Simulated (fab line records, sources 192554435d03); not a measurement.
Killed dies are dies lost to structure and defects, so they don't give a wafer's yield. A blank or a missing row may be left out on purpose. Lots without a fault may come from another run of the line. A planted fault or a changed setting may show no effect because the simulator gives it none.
One fault seen from 3 desks | flow n5_finfet | each desk has only its own numbers; what lay behind them comes last

THE TOOL OWNER'S DESK: cmp-02
The tool's own readings at N5_BEOL_M2_CMP_52 (polishes, stops on SiOC, t overpolish 6.8 s, target thk 40 nm): means of the sampled wafers that have a number, for each lot that ran on this tool. A lot is out of limits, marked OUT, if its mean lies more than 4 standard deviations from the usual mean; the brackets give that distance.
Columns: A = barrier_field_endpoint_s at N5_BEOL_M2_CMP_52, usual 24.5 s; B = edge_zone_pressure_frac at N5_BEOL_M2_CMP_52, usual 1.000; C = head_pressure_psi at N5_BEOL_M2_CMP_52, usual 1.0001 psi; D = motor_current_A at N5_BEOL_M2_CMP_52, usual 6.1 A; E = overpolish_run_s at N5_BEOL_M2_CMP_52, usual 6.799 s; F = slurry_filter_dp_kPa at N5_BEOL_M2_CMP_52, usual 13.49 kPa; G = time_to_endpoint_s at N5_BEOL_M2_CMP_52, usual 61.5 s
lot  | first seen here | A               | B     | C      | D   | E                       | F     | G
L101 | day 8 02:38     | 24.1            | 1.005 | 1.0011 | 6.6 | 6.801                   | 13.51 | 59.2
L104 | day 8 23:07     | 24.3            | 1.004 | 1.0012 | 6.4 | 6.804                   | 13.43 | 59.2
L107 | day 9 18:08     | 29.8 (+9.8) OUT | 0.998 | 0.9985 | 6.6 | 4.542 (-99 or more) OUT | 13.62 | 67.6
L106 | day 9 23:49     | 35.7 (+21) OUT  | 0.991 | 1.0003 | 6.7 | 2.297 (-99 or more) OUT | 13.46 | 74.3 (+5.6) OUT
L118 | day 13 02:42    | 24.0            | 1.000 | 1.0002 | 6.2 | 6.791                   | 13.50 | 61.3
This desk's finding: out of limits on L106, L107; first on L107, day 9 18:08 (barrier_field_endpoint_s at N5_BEOL_M2_CMP_52). In limits: L101, L104, L118.

THE DEFECT DESK
What the inspections along the route counted, lot by lot: means of the sampled wafers that have a number. A lot is out of limits, marked OUT, if its mean lies more than 4 standard deviations from the usual mean; the brackets give that distance.
Columns: A = raw_defect_count at N5_BEOL_M2_INSPECT_59, usual 67
lot  | first seen here | A
L101 | day 8 03:08     | 64
L104 | day 8 23:38     | 61
L107 | day 9 18:43     | 1982 (+96) OUT
L106 | day 10 00:22    | 3902 (+99 or more) OUT
L110 | day 10 13:05    | 101
L111 | day 10 18:56    | 62
L112 | day 10 22:16    | 58
L113 | day 11 15:10    | 74
L118 | day 13 03:14    | 64
This desk's finding: out of limits on L106, L107; first on L107, day 9 18:43 (raw_defect_count at N5_BEOL_M2_INSPECT_59). In limits: L101, L104, L110, L111, L112, L113, L118.

THE METROLOGY DESK
What the gauges read, lot by lot, whatever tool the lot ran on: means of the sampled wafers that have a number. A lot is out of limits, marked OUT, if its mean lies more than 4 standard deviations from the usual mean; the brackets give that distance. Of its 11 readings 7 are shown: the one that was out of limits first, and those that lie furthest out on some lot.
Columns: A = M2_THK at N5_BEOL_M2_THK_MEAS_53, usual 39.0 nm; B = DIBL_N at N5_BEOL_M4_RC_MEAS_101, usual 36.4 mV/V; C = DIBL_P at N5_BEOL_M4_RC_MEAS_101, usual 36.1 mV/V; D = IOFF_N at N5_BEOL_M4_RC_MEAS_101, usual 0.156 nA/um; E = IOFF_P at N5_BEOL_M4_RC_MEAS_101, usual 0.21 nA/um; F = VT_N at N5_BEOL_M4_RC_MEAS_101, usual 250.0 mV; G = VT_P at N5_BEOL_M4_RC_MEAS_101, usual -250 mV
lot  | first seen here | A               | B    | C    | D     | E    | F     | G
L101 | day 8 02:50     | 38.3            | 37.3 | 36.2 | 0.187 | 0.28 | 248.5 | -243
L104 | day 8 23:20     | 38.6            | 38.3 | 37.5 | 0.195 | 0.24 | 245.9 | -247
L107 | day 9 18:25     | 77.2 (+32) OUT  | 35.6 | 33.9 | 0.142 | 0.20 | 253.1 | -250
L106 | day 10 00:04    | 109.8 (+59) OUT | 40.6 | 41.5 | 0.236 | 0.31 | 245.4 | -242
L110 | day 10 12:48    | 41.0            | 36.3 | 35.2 | 0.147 | 0.18 | 252.0 | -254
L111 | day 10 18:39    | 39.4            | 36.6 | 34.9 | 0.138 | 0.18 | 251.5 | -251
L112 | day 10 21:56    | 39.1            | 35.9 | 35.4 | 0.142 | 0.20 | 249.2 | -249
L113 | day 11 14:52    | 40.4            | 34.3 | 35.3 | 0.113 | 0.17 | 256.5 | -255
L118 | day 13 02:58    | 38.7            | 35.3 | 35.0 | 0.146 | 0.18 | 249.4 | -254
This desk's finding: out of limits on L106, L107; first on L107, day 9 18:25 (M2_THK at N5_BEOL_M2_THK_MEAS_53). In limits: L101, L104, L110, L111, L112, L113, L118.

PUT TOGETHER
The tool owner's desk could have raised an alarm at day 9 18:08, on L106, L107.
The metrology desk could have raised an alarm at day 9 18:25, on L106, L107.
The defect desk could have raised an alarm at day 9 18:43, on L106, L107.
Of the lots named, all ran N5_BEOL_M2_CMP_52 on cmp-02.

WHAT THE SIMULATOR HAD PUT IN
Process parameter drift: cmp-02, from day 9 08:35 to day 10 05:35, at N5_BEOL_M2_CMP_52. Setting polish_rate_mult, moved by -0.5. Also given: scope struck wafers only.
Lots struck among those shown: L106, L107.
Hours from the fault's start to each desk's first reading out of limits: the tool owner's desk, 10; the metrology desk, 10; the defect desk, 10.
